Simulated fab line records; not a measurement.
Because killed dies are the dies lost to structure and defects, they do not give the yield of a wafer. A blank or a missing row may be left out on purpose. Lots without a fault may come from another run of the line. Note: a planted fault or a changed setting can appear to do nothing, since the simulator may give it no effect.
Matching of chambers | flow n5-finfet | 4 sister chambers for N5_BEOL_M9_ETCH_65 on rie-diel-02
The step etches SiARC in CF4, target depth 15.6 nm, time 26 s. 7 wafers are shown with their chamber, then 7 later ones without.

== WAFERS, EACH WITH ITS CHAMBER ==
wafer  | chamber | throttle-valve-pct (%) | showerhead-plenum-p-Torr (Torr)
L084.3 | 3       | 15.90                  | 2.10
L087.1 | 3       | 15.91                  | 2.10
L076.3 | 1       | 15.40                  | 2.03
L076.4 | 2       | 15.14                  | 2.10
L076.6 | 0       | 15.41                  | 2.18
L092.1 | 1       | 15.44                  | 2.03
L092.2 | 0       | 15.42                  | 2.17

== WAFERS WHOSE CHAMBER IS MISSING ==
wafer  | throttle-valve-pct (%) | showerhead-plenum-p-Torr (Torr)
L092.4 | 15.44                  | 2.17
L093.2 | 15.17                  | 2.10
L093.4 | 15.44                  | 2.09
L093.6 | 15.42                  | 2.03
L096.2 | 15.45                  | 2.17
L096.5 | 15.17                  | 2.10
L096.6 | 15.43                  | 2.09

== CHAMBER TAKEN BY EACH ==
wafer  | from the rows above | in truth
L092.4 | 0                   | 0
L093.2 | 2                   | 2
L093.4 | 1                   | 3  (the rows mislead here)
L093.6 | 1                   | 1
L096.2 | 0                   | 0
L096.5 | 2                   | 2
L096.6 | 1                   | 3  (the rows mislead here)
Correct placement for 5 of the 7. Not placeable from these rows: 0. 2 placed wrongly.
How it was worked out, from the rows above alone: a wafer's distance from a chamber is the root of the sum, over the readings, of the square of ((its reading less the chamber's mean) divided by the reading's scatter). If the next closest chamber is less than 2 further off than the closest, the wafer can't be placed; otherwise it belongs to the closest. Each chamber's mean is taken over the wafers shown for it. The scatter: take each reading less its chamber's mean, square it, sum over the shown wafers, divide by the number of wafers less the number of chambers, and take the root.
